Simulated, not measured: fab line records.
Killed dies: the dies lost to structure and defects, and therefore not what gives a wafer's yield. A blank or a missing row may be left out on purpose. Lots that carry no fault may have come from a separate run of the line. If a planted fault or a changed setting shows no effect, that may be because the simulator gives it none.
fab line records | flow n5_finfet
[record] lots = 7 wafers = 21
route steps=1938 shown BEOL_M10@1470 BEOL_M12@1605 BEOL_M13@1693
start_h: the number of hours between the record's first day and the start of the first shown wafer of the lot | wait_h: hours from the lot's prior step to this one | " as in the row above | L1.1+2: one row covering several wafers at once | - either no value or no given start | * or withheld: withheld | < > ~ a bound
route shown NAME@n: NAME is a module with steps in the file, n the number in the route of the first one | usual: mean and standard deviation over wafers with no fault | same: alike in all rows | chamber/n: place in a boat | sites: each site's reading | _std_site: standard deviation across them | _edge_site: outer sites' mean less inner sites' | radius_mm: for every site, how far away it sits from the centre of the wafer | mask NAME#n: copy n | behind: the tool/chamber that last shaped the wafer | hold: why the lot went on hold/how many hours it stayed there/how the hold came to an end | device: the transistor (n, p or np) that didn't switch | end of line: the tests these same wafers got at the end of their route | a step with no rows: only its recipe | killed: not the wafer's yield, but the dies lost to structure and defects at the first sort | map: a wafer's dies, marking killed ones x, the rest . and places with no die _
set.NAME: the setting that was run; set.NAME@STEP: the one run at that earlier step | model.NAME: the simulator's own value behind a step, which no gauge read
one table per step and one row per wafer, for lots whose settings were changed on purpose
[[steps]]
[step N5_BEOL_M10_ILD_DEP_00]
[recipe] material = SiCOH_lowk target_thk_a = 3085.1 temp_c = 300 precursor = DEMS/porogen pressure_torr = 5 rf_w = 500 time_s = 58
// columns lot.wafer tool chamber start_h wait_h set.time_s model.SiCOH_lowk_of_BEOL_M10_ILD_DEP_00.thk_nm
L075.1 pecvd-03 0 224.22 0.0 58 305
L075.2 " 1 " " 65.2 345.2
L075.4 " 1 " " 65.2 352
L080.3 pecvd-04 1 269.95 0.0 58 308.6
L080.5 " 2 " " 50.66 271.4
L080.6 " 0 " " 50.66 276
L082.1 pecvd-02 1 270.76 0.0 58 305.6
L082.3 " 2 " " 60.94 316.6
L082.4 " 1 " " 60.94 327
L084.2 pecvd-04 0 290.46 0.0 58 309
L084.3 " 2 " " 66.22 347.2
L084.4 " 0 " " 58 311
L091.1 pecvd-03 1 319.57 0.0 58 312
L091.3 " 0 " " 58 306.8
L091.6 " 0 " " 58 313
L092.1 pecvd-03 0 333.34 0.1 58 303.2
L092.5 " 1 " " 58 308
L092.6 " 0 " " 58 308.6
L095.3 pecvd-03 2 338.63 0.1 58 314.4
L095.4 " 0 " " 58 310
L095.6 " 0 " " 58 310.4
[step N5_BEOL_M10_CURE_71]
[recipe] temp_c = 385 time_s = 240 ambient = He/Ar material = SiCOH_lowk
// columns lot.wafer tool chamber start_h wait_h set.time_s@BEOL_M10_ILD_DEP_00 model.SiCOH_lowk_of_BEOL_M10_ILD_DEP_00.thk_nm
L075.1 uv_cure-02 2 224.30 0.0 58 265
L075.2 " 2 " " 65.2 300.4
L075.4 " 2 " " 65.2 306.6
L080.3 uv_cure-01 1 270.21 0.2 58 268.2
L080.5 " 1 " " 50.66 235.4
L080.6 " 1 " " 50.66 239.4
L082.1 uv_cure-02 0 270.84 0.0 58 265.4
L082.3 " 0 " " 60.94 275.2
L082.4 " 0 " " 60.94 284.4
L084.2 uv_cure-03 2 290.63 0.1 58 268.4
L084.3 " 2 " " 66.22 302.2
L084.4 " 2 " " 58 270.2
L091.1 uv_cure-01 0 319.65 0.0 58 271.2
L091.3 " 0 " " 58 266.6
L091.6 " 0 " " 58 272
L092.1 uv_cure-03 1 333.42 0.0 58 263.2
L092.5 " 1 " " 58 267.4
L092.6 " 1 " " 58 268
L095.3 uv_cure-01 1 338.86 0.2 58 273.2
L095.4 " 1 " " 58 269.4
L095.6 " 1 " " 58 269.6
[step N5_BEOL_M10_THK_MEAS_01]
[recipe] reads = SiCOH_lowk_of_BEOL_M10_ILD_DEP_00
[usual] M10_ILD_THK = 268/3.3
// columns lot.wafer tool chamber start_h wait_h set.time_s@BEOL_M10_ILD_DEP_00 M10_ILD_THK[nm]
L075.1 film_metro-01 - 225.29 0.8 58 265
L075.2 " - " " 65.2 300
L075.4 " - " " 65.2 307
L080.3 film_metro-02 - 270.57 0.3 58 268
L080.5 " - " " 50.66 235
L080.6 " - " " 50.66 239
L082.1 film_metro-01 - 271.35 0.4 58 265
L082.3 " - " " 60.94 275
L082.4 " - " " 60.94 284
L084.2 film_metro-01 - 291.06 0.4 58 269
L084.3 " - " " 66.22 302
L084.4 " - " " 58 270
L091.1 film_metro-01 - 320.16 0.4 58 271
L091.3 " - " " 58 266
L091.6 " - " " 58 272
L092.1 film_metro-01 - 333.94 0.4 58 263
L092.5 " - " " 58 267
L092.6 " - " " 58 268
L095.3 film_metro-01 - 339.22 0.3 58 273
L095.4 " - " " 58 269
L095.6 " - " " 58 269
[step N5_BEOL_M10_EXPOSE_08]
[recipe] mask_id = M10 na = 1.35 source_shape = dipole sigma_inner = 0.411 sigma_outer = 0.611 polarization = te dose_mj = 53.75
// columns lot.wafer tool chamber start_h wait_h mask set.dose_mj
L075.1 arfi_scanner-01 0 229.00 - M10#0 55.16
L075.2+4 " 0 " " M10#0 53.75
L080.3+5 arfi_scanner-03 0 272.50 - M10#0 50.85
L080.6 " 0 " " M10#0 53.75
L082.1+3 arfi_scanner-01 0 272.91 - M10#0 56.55
L082.4 " 0 " " M10#0 53.75
L084.2+3 arfi_scanner-03 0 292.22 - M10#0 51.9
L084.4 " 0 " " M10#0 53.75
L091.1 arfi_scanner-03 0 322.16 - M10#0 53.75
L091.3+6 " 0 " " M10#0 56.15
L092.1 arfi_scanner-01 0 335.96 - M10#0 53.75
L092.5+6 " 0 " " M10#0 55.3
L095.3+4+6 arfi_scanner-03 0 340.91 - M10#0 53.75
[step N5_BEOL_M10_DEVELOP_10]
[recipe] develop_time_s = 30 developer = TMAH resist = CAR-ArF rinse_liquid = diw dry = air_spin dev_temp_c = 23
// columns lot.wafer tool chamber start_h wait_h set.develop_time_s
L075.1+2+4 litho_track-05 0 - - 25.89
L080.3+5+6 litho_track-05 0 - - 30
L082.1+3+4 litho_track-04 0 - - 30
L084.2+3+4 litho_track-02 0 - - 30
L091.1+6 litho_track-02 0 - - 30
L091.3 " 0 " " 33.64
L092.1+6 litho_track-04 0 - - 26.87
L092.5 " 0 " " 30
L095.3+4+6 litho_track-04 0 - - 30
[step N5_BEOL_M10_CD_MEAS_11]
[recipe] target_cd_nm = 64.1 landing_energy_ev = 500 detector = se_inlens polarity = opening
[usual] cd_nm = 64.4/0.51
// columns lot.wafer tool chamber start_h wait_h set.dose_mj@BEOL_M10_EXPOSE_08 cd_nm
L075.1 cd_sem-01 0 229.13 - 55.16 65.8
L075.2 " 0 " " 53.75 63.7
L075.4 " 0 " " 53.75 63.1
L080.3 cd_sem-01 0 272.61 - 50.85 61.2
L080.5 " 0 " " 50.85 61.3
L080.6 " 0 " " 53.75 65.8
L082.1 cd_sem-02 0 273.03 - 56.55 66.9
L082.3 " 0 " " 56.55 66.3
L082.4 " 0 " " 53.75 64.6
L084.2 cd_sem-01 0 292.34 - 51.9 61.9
L084.3 " 0 " " 51.9 61.9
L084.4 " 0 " " 53.75 64.6
L091.1 cd_sem-02 0 322.29 - 53.75 64.4
L091.3 " 0 " " 56.15 67.5
L091.6 " 0 " " 56.15 67.7
L092.1 cd_sem-02 0 336.08 - 53.75 63.5
L092.5 " 0 " " 55.3 66.6
L092.6 " 0 " " 55.3 65.2
L095.3 cd_sem-01 0 341.02 - 53.75 64.1
L095.4 " 0 " " 53.75 64.5
L095.6 " 0 " " 53.75 64.3
[step N5_BEOL_M10_DESCUM_16]
[recipe] chemistry = O2 time_s = 7.9 source_power_w = 50 bias_power_w = 20 pressure_mtorr = 20 rf_frequency_hz = 2.712e+07 temp_c = 40 resist = CAR-ArF o2_flow_sccm = 225
[step N5_BEOL_M10_ETCH_61]
[recipe] chemistry = CF4 target = SiARC target_depth_a = 390 mask_material = CAR-ArF time_s = 65 ion_energy_ev = 80 pressure_mtorr = 40 source_w = 545 bias_w = 36 Ar_flow_sccm = 100 cf4_flow_sccm = 100 ends = cleared
// columns lot.wafer tool chamber start_h wait_h set.dose_mj@BEOL_M10_EXPOSE_08 model.BEOL_M10.cd_offset_nm
L075.1 rie_diel-02 0 229.25 0.0 55.16 1.4
L075.2 " 3 " " 53.75 -0.8
L075.4 " 2 " " 53.75 -1
L080.3 rie_diel-01 3 272.92 0.0 50.85 -2.8
L080.5 " 2 " " 50.85 -2.6
L080.6 " 3 " " 53.75 1.8
L082.1 rie_diel-01 1 273.18 0.0 56.55 2.6
L082.3 " 0 " " 56.55 2
L082.4 " 3 " " 53.75 0.4
L084.2 rie_diel-01 3 292.46 0.0 51.9 -2
L084.3 " 1 " " 51.9 -2.2
L084.4 " 2 " " 53.75 0.4
L091.1 rie_diel-06 0 322.41 0.0 53.75 0.8
L091.3 " 2 " " 56.15 3.4
L091.6 " 0 " " 56.15 3.8
L092.1 rie_diel-01 1 336.43 0.0 53.75 -0.6
L092.5 " 3 " " 55.3 2.8
L092.6 " 0 " " 55.3 0.8
L095.3 rie_diel-01 2 341.14 0.0 53.75 0
L095.4 " 3 " " 53.75 0.6
L095.6 " 1 " " 53.75 0.4
[step N5_BEOL_M10_ETCH_62]
[recipe] chemistry = N2/H2 target = SOC target_depth_a = 1100 overetch_a = 220 mask_material = SiARC temp_c = 40 time_s = 165 ion_energy_ev = 200 pressure_mtorr = 30 source_w = 840 bias_w = 150 n2_flow_sccm = 200 h2_flow_sccm = 200
// columns lot.wafer tool chamber start_h wait_h set.dose_mj@BEOL_M10_EXPOSE_08 model.BEOL_M10.cd_offset_nm
L075.1 rie_diel-02 0 229.30 0.0 55.16 1.2
L075.2 " 3 " " 53.75 -0.8
L075.4 " 2 " " 53.75 -1
L080.3 rie_diel-01 3 272.97 0.0 50.85 -2.6
L080.5 " 2 " " 50.85 -2.4
L080.6 " 3 " " 53.75 1.8
L082.1 rie_diel-01 1 273.23 0.0 56.55 2.8
L082.3 " 0 " " 56.55 2.2
L082.4 " 3 " " 53.75 0.6
L084.2 rie_diel-01 3 292.51 0.0 51.9 -1.8
L084.3 " 1 " " 51.9 -2.2
L084.4 " 2 " " 53.75 0.6
L091.1 rie_diel-06 0 322.46 0.0 53.75 0.8
L091.3 " 2 " " 56.15 3
L091.6 " 0 " " 56.15 3.8
L092.1 rie_diel-01 1 336.48 0.0 53.75 -0.6
L092.5 " 3 " " 55.3 2.8
L092.6 " 0 " " 55.3 1
L095.3 rie_diel-01 2 341.19 0.0 53.75 0
L095.4 " 3 " " 53.75 0.8
L095.6 " 1 " " 53.75 0.2
[step N5_BEOL_M10_STRIP_68]
[recipe] chemistry = N2/H2 temp_c = 40 n2_flow_sccm = 200 h2_flow_sccm = 200 rf_frequency_hz = 6e+07
[step N5_BEOL_M10_STRIP_67]
[recipe] chemistry = CF4 resist = SiARC power_w = 300 bias_power_w = 75 pressure_mtorr = 50 cf4_flow_sccm = 150 rf_frequency_hz = 6e+07
[step N5_BEOL_M10_HM_OPEN_17]
[recipe] chemistry = Cl2/BCl3 target_depth_a = 200 overetch_a = 60 target = TiN mask_material = SOC ion_energy_ev = 150 pressure_mtorr = 10 icp_w = 1000 bias_w = 126 Cl2_flow_sccm = 53.25 bcl3_flow_sccm = 21.75 Ar_flow_sccm = 25
[step N5_BEOL_M10_STRIP_19]
[recipe] chemistry = O2 power_w = 400 temp_c = 40 pressure_mtorr = 30 rf_frequency_hz = 6e+07 bias_power_w = 0 overash_fraction = 0.2 o2_flow_sccm = 225
[step N5_BEOL_M10_CD_MEAS_18]
[recipe] pitch_nm = 140 target_cd_nm = 70
[usual] cd_nm = 70.4/0.63
// columns lot.wafer tool chamber start_h wait_h set.dose_mj@BEOL_M10_EXPOSE_08 cd_nm
L075.1 cd_sem-01 - 229.71 0.0 55.16 71.5
L075.2 " - " " 53.75 69.4
L075.4 " - " " 53.75 68.8
L080.3 cd_sem-03 - 273.35 0.1 50.85 67.3
L080.5 " - " " 50.85 67.8
L080.6 " - " " 53.75 71.8
L082.1 cd_sem-03 - 273.73 0.0 56.55 72.4
L082.3 " - " " 56.55 72.3
L082.4 " - " " 53.75 70.6
L084.2 cd_sem-02 - 292.88 0.1 51.9 68.4
L084.3 " - " " 51.9 67.7
L084.4 " - " " 53.75 70.3
L091.1 cd_sem-01 - 322.84 0.0 53.75 70.7
L091.3 " - " " 56.15 72.8
L091.6 " - " " 56.15 73.7
L092.1 cd_sem-02 - 336.94 0.0 53.75 69.5
L092.5 " - " " 55.3 72.8
L092.6 " - " " 55.3 70.9
L095.3 cd_sem-01 - 341.56 0.1 53.75 70.1
L095.4 " - " " 53.75 70.8
L095.6 " - " " 53.75 70.6
[step N5_BEOL_M10_COAT_63]
[recipe] resist = SOC temp_c = 250 time_s = 60 spin_rpm = 1500 resist_thk_nm = 100
[step N5_BEOL_M10_COAT_64]
[recipe] resist = SiARC temp_c = 220 time_s = 60 spin_rpm = 1500 resist_thk_nm = 30
[step N5_BEOL_M10_PRECLEAN_42]
[recipe] chemistry = residue_remover time_s = 60 temp_c = 40
[step N5_BEOL_M10_SRD_43]
[recipe] time_s = 30 temp_c = 23 rinse_liquid = diw dry = ipa_marangoni
[step N5_BEOL_M10_CD_MEAS_35]
[recipe] target_cd_nm = 70 polarity = opening
[usual] cd_nm = 70.4/0.65
// columns lot.wafer tool chamber start_h wait_h set.dose_mj@BEOL_M10_EXPOSE_08 cd_nm
L075.1 cd_sem-01 - 233.00 0.0 55.16 71.4
L075.2 " - " " 53.75 69.2
L075.4 " - " " 53.75 69.0
L080.3 cd_sem-01 - 275.91 0.0 50.85 67.6
L080.5 " - " " 50.85 67.9
L080.6 " - " " 53.75 71.8
L082.1 cd_sem-01 - 276.07 0.0 56.55 72.4
L082.3 " - " " 56.55 72.0
L082.4 " - " " 53.75 70.6
L084.2 cd_sem-03 - 294.01 0.0 51.9 68.1
L084.3 " - " " 51.9 67.6
L084.4 " - " " 53.75 70.3
L091.1 cd_sem-02 - 324.93 0.0 53.75 70.7
L091.3 " - " " 56.15 73.0
L091.6 " - " " 56.15 73.7
L092.1 cd_sem-01 - 340.49 0.0 53.75 69.4
L092.5 " - " " 55.3 72.6
L092.6 " - " " 55.3 71.5
L095.3 cd_sem-02 - 342.71 0.0 53.75 70.3
L095.4 " - " " 53.75 71.1
L095.6 " - " " 53.75 70.4
[step N5_BEOL_M12_COAT_04]
[recipe] spin_rpm = 1625 resist_thk_nm = 400
// columns lot.wafer tool chamber start_h wait_h set.spin_rpm model.coat_of_BEOL_M12_COAT_04.thk_nm
L075.1 litho_track-01 0 - - 1625 399
L075.2 " 0 " " 1625 399.2
L075.4 " 0 " " 1672 392.2
L080.3 litho_track-04 0 - - 1625 400.2
L080.5 " 0 " " 1689 393.2
L080.6 " 0 " " 1689 392.8
L082.1 litho_track-01 0 - - 1625 399.8
L082.3 " 0 " " 1625 398.8
L082.4 " 0 " " 1625 400.6
L084.2 litho_track-01 0 - - 1625 401.4
L084.3 " 0 " " 1743 386.6
L084.4 " 0 " " 1743 386.2
L091.1+3 litho_track-04 0 - - 1625 400.2
L091.6 " 0 " " 1625 399.8
L092.1 litho_track-04 0 - - 1550 408.6
L092.5 " 0 " " 1550 408.4
L092.6 " 0 " " 1550 409.6
L095.3 litho_track-01 0 - - 1625 400.6
L095.4 " 0 " " 1625 401.4
L095.6 " 0 " " 1625 400.8
[step N5_BEOL_M12_EBR_06]
[recipe] solvent = PGMEA ebr_width_mm = 1.5
[step N5_BEOL_M12_SOFTBAKE_05]
[recipe] temp_c = 130 time_s = 60
[step N5_BEOL_M12_DESCUM_15]
[recipe] chemistry = O2 time_s = 7.9 source_power_w = 50 bias_power_w = 20 pressure_mtorr = 20 rf_frequency_hz = 2.712e+07 temp_c = 40 o2_flow_sccm = 225
// columns lot.wafer tool chamber start_h wait_h set.spin_rpm@BEOL_M12_COAT_04 model.coat_of_BEOL_M12_COAT_04.thk_nm
L075.1+2 rie_diel-06 2,3 247.49 0.0 1625 381
L075.4 " 0 " " 1672 374
L080.3 rie_diel-06 2 284.10 0.0 1625 382.2
L080.5 " 0 " " 1689 375
L080.6 " 1 " " 1689 374.6
L082.1 rie_diel-02 2 290.41 0.2 1625 381.8
L082.3 " 1 " " 1625 380.8
L082.4 " 2 " " 1625 382.4
L084.2 rie_diel-06 3 304.07 0.0 1625 383.2
L084.3 " 0 " " 1743 368.4
L084.4 " 2 " " 1743 368.2
L091.1 rie_diel-01 1 338.23 0.0 1625 382.2
L091.3 " 0 " " 1625 382
L091.6 " 0 " " 1625 381.8
L092.1 rie_diel-02 1 354.02 0.1 1550 390.6
L092.5 " 2 " " 1550 390.4
L092.6 " 1 " " 1550 391.6
L095.3 rie_diel-01 2 355.95 0.0 1625 382.4
L095.4 " 1 " " 1625 383.4
L095.6 " 2 " " 1625 382.6
[step N5_BEOL_M12_ETCH_59]
[recipe] chemistry = N2/H2 target = BARC target_depth_a = 890 overetch_a = 267 time_s = 67.9 ion_energy_ev = 200 pressure_mtorr = 30 source_w = 840 bias_w = 150 n2_flow_sccm = 200 h2_flow_sccm = 200
[step N5_BEOL_M12_VIA_ETCH_16]
[recipe] chemistry = C4F8/O2/Ar target = SiOC pressure_mtorr = 30 source_w = 3000 bias_w = 700 Ar_flow_sccm = 400 C4F8_flow_sccm = 15 O2_flow_sccm = 8 he_inner_torr = 15 he_outer_torr = 30 target_depth_a = 7248 time_s = withheld ion_energy_ev = 250 ends = cleared
// columns lot.wafer tool chamber start_h wait_h set.spin_rpm@BEOL_M12_COAT_04 model.coat_of_BEOL_M12_COAT_04.thk_nm
L075.1 rie_diel-06 2 247.58 0.0 1625 121.2
L075.2 " 3 " " 1625 118.4
L075.4 " 0 " " 1672 112.6
L080.3 rie_diel-06 2 284.19 0.0 1625 123.8
L080.5 " 0 " " 1689 114.2
L080.6 " 1 " " 1689 116.6
L082.1 rie_diel-02 2 290.50 0.0 1625 122
L082.3+4 " 1,2 " " 1625 124.8
L084.2 rie_diel-06 3 304.15 0.0 1625 123.4
L084.3 " 0 " " 1743 107.2
L084.4 " 2 " " 1743 106.8
L091.1 rie_diel-01 1 338.31 0.0 1625 126.2
L091.3 " 0 " " 1625 130.6
L091.6 " 0 " " 1625 128.6
L092.1 rie_diel-02 1 354.11 0.0 1550 136.2
L092.5 " 2 " " 1550 131.8
L092.6 " 1 " " 1550 131.4
L095.3 rie_diel-01 2 356.04 0.0 1625 126.8
L095.4 " 1 " " 1625 123.4
L095.6 " 2 " " 1625 120.2
[step N5_BEOL_M12_STRIP_63]
[recipe] chemistry = N2/H2 power_w = 1000 temp_c = 250 h2_frac = 0.65 overash_fraction = 0.3 pressure_mtorr = 1000 n2_flow_sccm = 1750 h2_flow_sccm = 3250
[usual] strip_time_to_endpoint_s = 42.6/0.88
// columns lot.wafer tool chamber start_h wait_h set.spin_rpm@BEOL_M12_COAT_04 strip_time_to_endpoint_s
L075.1 plasma_asher-02 0 247.78 - 1625 42.0
L075.2 " 1 " " 1625 41.3
L075.4 " 0 " " 1672 39.7
L080.3 plasma_asher-02 1 284.41 - 1625 42.7
L080.5 " 0 " " 1689 40.1
L080.6 " 1 " " 1689 40.7
L082.1 plasma_asher-02 0 290.70 - 1625 42.2
L082.3 " 1 " " 1625 43.0
L082.4 " 0 " " 1625 43.0
L084.2 plasma_asher-01 0 304.35 - 1625 42.6
L084.3 " 0 " " 1743 38.2
L084.4 " 1 " " 1743 38.1
L091.1 plasma_asher-01 0 338.51 - 1625 43.3
L091.3 " 1 " " 1625 44.5
L091.6 " 1 " " 1625 44.0
L092.1 plasma_asher-02 1 354.31 - 1550 46.0
L092.5 " 0 " " 1550 44.8
L092.6 " 1 " " 1550 44.8
L095.3 plasma_asher-01 1 356.26 - 1625 43.5
L095.4 " 0 " " 1625 42.6
L095.6 " 0 " " 1625 41.7
[step N5_BEOL_M13_ETCH_67]
[recipe] chemistry = CF4 target = SiARC target_depth_a = 1430 time_s = 238.3 ion_energy_ev = 80 pressure_mtorr = 40 source_w = 545 bias_w = 36 Ar_flow_sccm = 100 cf4_flow_sccm = 100 ends = cleared
[usual] rf_vpp_V = 184.2/1.1
// columns lot.wafer tool chamber start_h wait_h set.bias_w rf_vpp_V
L075.1 rie_diel-03 3 252.93 0.0 36 185.1
L075.2 " 2 " " 39.17 194.6
L075.4 " 0 " " 36 183.0
L080.3 rie_diel-05 3 291.89 0.0 36 185.1
L080.5 " 1 " " 39.17 193.6
L080.6 " 0 " " 39.17 195.2
L082.1 rie_diel-03 0 301.07 0.0 39.97 196.0
L082.3 " 2 " " 39.97 197.6
L082.4 " 1 " " 36 184.9
L084.2 rie_diel-05 1 310.32 0.0 40.4 197.8
L084.3 " 2 " " 36 184.2
L084.4 " 0 " " 40.4 198.7
L091.1 rie_diel-05 3 345.34 0.0 36 183.3
L091.3 " 1 " " 36 182.7
L091.6 " 2 " " 36 182.5
L092.1 rie_diel-04 1 365.21 0.0 36 183.3
L092.5 " 3 " " 36 184.9
L092.6 " 2 " " 30.69 168.6
L095.3 rie_diel-03 0 365.83 0.0 36 184.0
L095.4 " 2 " " 36 186.4
L095.6 " 1 " " 36 185.0
[[key]]
[split] step = N5_BEOL_M10_ILD_DEP_00 setting = time_s stated = 58 by = wafer
[response] step = N5_BEOL_M10_ILD_DEP_00 reading = model.SiCOH_lowk_of_BEOL_M10_ILD_DEP_00.thk_nm change = +2.94 per = 1% r = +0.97
[response] step = N5_BEOL_M10_CURE_71 reading = model.SiCOH_lowk_of_BEOL_M10_ILD_DEP_00.thk_nm change = +2.6 per = 1% r = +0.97
[response] step = N5_BEOL_M10_THK_MEAS_01 reading = M10_ILD_THK change = +2.59 per = 1% r = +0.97
[split] step = N5_BEOL_M10_EXPOSE_08 setting = dose_mj stated = 53.75 by = wafer
[response] step = N5_BEOL_M10_CD_MEAS_11 reading = cd_nm change = +0.696 per = 1% r = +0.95
[response] step = N5_BEOL_M10_ETCH_61 reading = model.BEOL_M10.cd_offset_nm change = +0.661 per = 1% r = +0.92
[response] step = N5_BEOL_M10_ETCH_62 reading = model.BEOL_M10.cd_offset_nm change = +0.643 per = 1% r = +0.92
[response] step = N5_BEOL_M10_CD_MEAS_18 reading = cd_nm change = +0.623 per = 1% r = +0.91
[response] step = N5_BEOL_M10_CD_MEAS_35 reading = cd_nm change = +0.622 per = 1% r = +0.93
[split] step = N5_BEOL_M10_DEVELOP_10 setting = develop_time_s stated = 30 by = wafer
response none clear
[split] step = N5_BEOL_M12_COAT_04 setting = spin_rpm stated = 1625 by = wafer
[response] step = N5_BEOL_M12_COAT_04 reading = model.coat_of_BEOL_M12_COAT_04.thk_nm change = -2.05 per = 1% r = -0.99
[response] step = N5_BEOL_M12_DESCUM_15 reading = model.coat_of_BEOL_M12_COAT_04.thk_nm change = -2.06 per = 1% r = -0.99
[response] step = N5_BEOL_M12_VIA_ETCH_16 reading = model.coat_of_BEOL_M12_COAT_04.thk_nm change = -2.26 per = 1% r = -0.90
[response] step = N5_BEOL_M12_STRIP_63 reading = strip_time_to_endpoint_s change = * per = 1% r = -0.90
[split] step = N5_BEOL_M13_ETCH_67 setting = bias_w stated = 36 by = wafer
[response] step = N5_BEOL_M13_ETCH_67 reading = rf_vpp_V change = +1.1 per = 1% r = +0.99
